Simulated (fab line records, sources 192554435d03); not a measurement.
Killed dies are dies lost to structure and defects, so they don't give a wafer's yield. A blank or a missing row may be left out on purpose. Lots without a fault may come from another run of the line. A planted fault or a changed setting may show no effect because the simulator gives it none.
Chamber matching | flow n5_finfet | N5_BEOL_M15_STRIP_36 on rie_diel-03: 4 sister chambers
The step strips in O2. 24 wafers are shown with their chamber, then 12 later ones without.

WAFERS WITH THEIR CHAMBER
wafer  | chamber | drypump_motor_current_A (A) | showerhead_plenum_p_Torr (Torr) | throttle_valve_pct (%)
L075.4 | 3       | 6.3                         | 2.17                            | 16.77
L075.5 | 3       | 6.2                         | 2.17                            | 16.81
L075.6 | 2       | 5.5                         | 2.00                            | 17.06
L081.2 | 0       | 5.1                         | 2.11                            | 16.30
L081.3 | 2       | 5.5                         | 2.26                            | 16.51
L081.5 | 3       | 6.2                         | 2.16                            | 16.81
L082.3 | 3       | 6.2                         | 2.16                            | 16.81
L082.4 | 2       | 5.5                         | 2.26                            | 16.53
L082.5 | 3       | 6.2                         | 2.16                            | 16.82
L083.2 | 3       | 6.3                         | 2.16                            | 16.83
L083.5 | 0       | 5.0                         | 2.11                            | 16.29
L083.6 | 3       | 6.2                         | 2.16                            | 16.82
L084.2 | 2       | 5.5                         | 2.25                            | 16.53
L084.3 | 0       | 5.0                         | 2.11                            | 16.33
L084.6 | 1       | 5.3                         | 2.06                            | 16.47
L086.1 | 2       | 5.5                         | 2.25                            | 16.54
L086.3 | 0       | 5.0                         | 2.11                            | 16.31
L086.5 | 1       | 5.3                         | 2.06                            | 16.48
L087.1 | 3       | 6.2                         | 2.16                            | 16.41
L087.5 | 0       | 5.0                         | 2.11                            | 16.34
L087.6 | 1       | 5.3                         | 2.06                            | 16.51
L091.2 | 3       | 6.3                         | 2.16                            | 16.39
L091.3 | 0       | 5.1                         | 2.10                            | 16.35
L091.6 | 2       | 5.5                         | 2.25                            | 16.60

SIGNATURES (means of the wafers above)
reading                  | chamber 0 | chamber 1 | chamber 2 | chamber 3 | scatter within a chamber
drypump_motor_current_A  | 5.033     | 5.300     | 5.500     | 6.233     | 0.0408
showerhead_plenum_p_Torr | 2.1083    | 2.0600    | 2.2117    | 2.1622    | 0.052
throttle_valve_pct       | 16.3200   | 16.4867   | 16.6283   | 16.7189   | 0.157
Rule: a wafer's distance from a chamber is the root of the sum, over the readings, of the square of ((its reading less the chamber's mean) divided by the reading's scatter). The wafer belongs to the nearest chamber; if the next one is less than 2 further off, it can't be placed. The scatter: the root of (the sum of the squares of (reading less its chamber's mean) over the shown wafers, divided by (wafers less chambers)).

WAFERS WITHOUT THEIR CHAMBER
wafer  | drypump_motor_current_A (A) | showerhead_plenum_p_Torr (Torr) | throttle_valve_pct (%)
L092.1 | 5.0                         | 2.10                            | 16.37
L092.2 | 5.5                         | 2.25                            | 16.58
L092.3 | 6.2                         | 2.16                            | 16.42
L094.1 | 6.3                         | 2.15                            | 16.37
L094.5 | 5.3                         | 2.05                            | 16.53
L094.6 | 5.5                         | 2.25                            | 16.61
L096.2 | 6.2                         | 2.15                            | 16.39
L096.4 | 5.3                         | 2.05                            | 16.52
L096.6 | 5.0                         | 2.10                            | 16.35
L097.3 | 5.3                         | 2.05                            | 16.53
L097.5 | 6.2                         | 2.15                            | 16.45
L097.6 | 5.0                         | 2.10                            | 16.39

WHICH CHAMBER EACH WENT THROUGH
wafer  | from the rows above | in truth
L092.1 | 0                   | 0
L092.2 | 2                   | 2
L092.3 | 3                   | 3
L094.1 | 3                   | 3
L094.5 | 1                   | 1
L094.6 | 2                   | 2
L096.2 | 3                   | 3
L096.4 | 1                   | 1
L096.6 | 0                   | 0
L097.3 | 1                   | 1
L097.5 | 3                   | 3
L097.6 | 0                   | 0
Placed correctly: 12 of 12. Can't be placed from these rows: 0. Placed wrongly: 0.
